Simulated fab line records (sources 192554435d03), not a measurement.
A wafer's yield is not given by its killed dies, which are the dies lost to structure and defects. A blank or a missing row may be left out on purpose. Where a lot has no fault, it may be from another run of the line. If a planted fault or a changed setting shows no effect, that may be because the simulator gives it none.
A lot that was struck, set against a sound lot | flow n5 finfet | 15 steps out of a route of 1938
Sound: wafers L437.1, L437.5, L437.6. Struck: wafer L449.4 (left out: L449.6, a lot-mate that was not struck); the cause follows at the end.
Each step with rows lists, per side, the tool, then ch with its chambers, then its first start. Under that, the readings that differ: sound wafers | struck wafers | difference of the means | sigmas: that difference in standard deviations of wafers without a fault.
alike: words and numbers the same on both sides, and readings whose means are apart by under 2 such deviations; not compared: readings that were withheld, readings missing a value for some wafer, numbers with overlapping values and no deviation given by the record, and bounds like >300 which may hide the same value.
Wherever a step has rows on one side only, a row that says differs or no value, or a row with sigmas, the two part there. Non-overlapping numbers with no deviation appear without sigmas and do not part them. A reading that every wafer of one side lacks parts them only if that side has two wafers or more.

N5_BEOL_M11_STRIP_77: strips in N2/H2, time 10 s.
  sound: rie diel-04 ch 0,2; struck: rie diel-04 ch 1
  reading                         | sound          | struck | difference | sigmas
  showerhead plenum p Torr (Torr) | 2.71 2.71 2.68 | 2.48   | -0.22      | -2
  alike: drypump motor current A, oes product au, rf vpp V, throttle valve pct
  not compared: rf hours counter h
N5_BEOL_M11_OCD_MEAS_38:
  sound on ocd-01 at day 12 12:11; struck on ocd-02 at day 15 17:59
  alike: trench depth nm
then, 4 steps without rows for these wafers: N5_BEOL_M11_HM_STRIP_39 (strips TiN in peroxide tin strip, target depth 25 nm, time 158 s); N5_BEOL_M11_SRD_40 (time 30 s); N5_BEOL_M11_PRECLEAN_42 (cleans in residue remover, time 60 s); N5_BEOL_M11_SRD_43 (time 30 s).
N5_BEOL_M11_CD_MEAS_35: the cd target is 70 nm.
  sound on cd sem-03 at day 12 12:20; struck on cd sem-02 at day 15 18:09
  alike: cd nm
N5_BEOL_M11_CURE_72: cures SiCOH lowk, time 120 s.
  sound on uv cure-02 ch 2, day 12 12:23; struck on uv cure-03 ch 2, day 15 18:28
  alike: lamp power pct, wafer_temp_C_max
N5_BEOL_M11_DEGAS_44: time 60 s.
  sound on pvd sputter-02 at day 12 12:47; struck on pvd sputter-02 at day 15 19:01
  alike: heater power w
N5_BEOL_M11_PRE_CLEAN_45: time 30 s.
  sound on pvd sputter-02 at day 12 12:49; struck on pvd sputter-02 at day 15 19:03
  alike: heater power w
then, 1 step without rows for these wafers: N5_BEOL_M11_ALD_74 (deposits TaN, target thk 2 nm, pulse time 2 s, purge time 3 s).
N5_BEOL_M11_SURFACE_TREAT_76:
  sound on pvd sputter-01 at day 12 13:10; struck on pvd sputter-01 at day 15 19:28
  not compared: throttle valve pct
N5_BEOL_M11_CVD_75: deposits Co from CCTBA/H2, target thk 2 nm, time 138.9 s.
  sound on cvd co-02 ch 1,2, day 12 13:15; struck on cvd co-02 ch 2, day 15 19:37
  reading          | sound             | struck | difference | sigmas
  run length s (s) | 162.0 161.7 161.0 | 66.2   | -95.4      | -99 or more
then, 1 step without rows for these wafers: N5_BEOL_M11_SPUTTER_48 (material Cu, target thk 12 nm, time 2 s).
N5_PASSIVATION_PROBE_49:
  record: rows for the struck wafers here (prober-02, day 17 13:35), none for the sound ones

## WHERE THEY PART
Earliest at N5_BEOL_M11_STRIP_77; latest, in this record, at N5_PASSIVATION_PROBE_49.

WHY: what the simulator had put in
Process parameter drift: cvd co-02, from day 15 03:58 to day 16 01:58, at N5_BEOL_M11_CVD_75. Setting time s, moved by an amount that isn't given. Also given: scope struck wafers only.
